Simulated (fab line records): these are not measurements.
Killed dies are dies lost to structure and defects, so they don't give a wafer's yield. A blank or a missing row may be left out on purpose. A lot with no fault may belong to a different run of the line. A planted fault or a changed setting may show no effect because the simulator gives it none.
Chamber matching ; flow nand_harc ; NHARC_A_CHANNEL_FILL_D1_ALD_25 on ald_hk-04 has 3 sister chambers
The step deposits SiOx, target thk 60 nm, pulse time 10 s, ald cycles 600. 3 wafers are shown with their chamber, then 7 later ones without.

== WAFERS, EACH WITH ITS CHAMBER ==
wafer;chamber;heater_power_w (W)
L080.1;0;438
L089.6;2;482
L090.2;3;437

== WAFERS MISSING THEIR CHAMBER ==
wafer;heater_power_w (W)
L090.4;487
L090.5;487
L093.2;438
L093.1;491
L093.6;433
L097.4;481
L097.6;436

== CHAMBER TAKEN BY EACH ==
wafer;from the rows above;in truth
L090.4;2;2
L090.5;2;2
L093.2;can't be placed: 0 or 3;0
L093.1;2;2
L093.6;can't be placed: 3 or 0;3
L097.4;2;2
L097.6;can't be placed: 3 or 0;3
Correct placement for 4 of the 7. From these rows, 3 cannot be placed; in 3 the true chamber is one of the candidates. Placed wrongly: 0.
How it was worked out, from the rows above alone: a wafer's distance from a chamber is the root of the sum, over the readings, of the square of ((its reading less the chamber's mean) divided by the reading's scatter). The wafer belongs to the nearest chamber; if the next one is less than 2 further off, it can't be placed. Each chamber's mean is taken over the wafers shown for it. The scatter: root of mean squared gap, hidden wafer to nearest shown wafer, with one shown wafer a chamber.
